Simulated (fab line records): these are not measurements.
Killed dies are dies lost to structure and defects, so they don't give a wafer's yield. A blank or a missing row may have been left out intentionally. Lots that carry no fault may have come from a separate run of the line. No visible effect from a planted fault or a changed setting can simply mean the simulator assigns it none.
Matching of chambers + flow n5_finfet + N5_BEOL_M5_ETCH_75 on rie_diel-05: 4 sister chambers
The step etches underlayer in N2/H2, target depth 6.5 nm, time 5.2 s. 8 wafers are shown with their chamber, then 7 later ones without.

EACH WAFER AND ITS CHAMBER
| wafer  | chamber | showerhead_plenum_p_Torr (Torr) | drypump_motor_current_A (A) |
|--------|---------|---------------------------------|-----------------------------|
| L076.4 | 1       | 2.44                            | 5.6                         |
| L075.2 | 0       | 2.63                            | 5.4                         |
| L075.5 | 0       | 2.63                            | 5.5                         |
| L075.6 | 1       | 2.44                            | 5.6                         |
| L086.1 | 2       | 2.48                            | 6.5                         |
| L086.5 | 3       | 2.45                            | 6.3                         |
| L091.1 | 2       | 2.48                            | 6.5                         |
| L091.3 | 3       | 2.44                            | 6.3                         |

WAFERS WITH NO CHAMBER GIVEN
| wafer  | showerhead_plenum_p_Torr (Torr) | drypump_motor_current_A (A) |
|--------|---------------------------------|-----------------------------|
| L091.4 | 2.61                            | 5.4                         |
| L093.2 | 2.61                            | 5.4                         |
| L093.5 | 2.48                            | 6.5                         |
| L093.6 | 2.44                            | 6.4                         |
| L094.1 | 2.44                            | 6.3                         |
| L094.4 | 2.43                            | 5.6                         |
| L094.6 | 2.43                            | 5.6                         |

WHICH CHAMBER EACH ONE RAN IN
| wafer  | from the rows above | in truth |
|--------|---------------------|----------|
| L091.4 | 0                   | 0        |
| L093.2 | 0                   | 0        |
| L093.5 | 2                   | 2        |
| L093.6 | 3                   | 3        |
| L094.1 | 3                   | 3        |
| L094.4 | 1                   | 1        |
| L094.6 | 1                   | 1        |
Correct placement for 7 of the 7. Can't be placed from these rows: 0. Placed wrongly: 0.
How it was worked out, from the rows above alone: a wafer's distance from a chamber is the root of the sum, over the readings, of the square of ((its reading less the chamber's mean) divided by the reading's scatter). If the next closest chamber is less than 2 further off than the closest, the wafer can't be placed; otherwise it belongs to the closest. A chamber's mean is the mean of its shown wafers. The scatter is the square root of a quotient: the sum, over the shown wafers, of each reading's squared deviation from its chamber's mean, divided by wafers minus chambers.
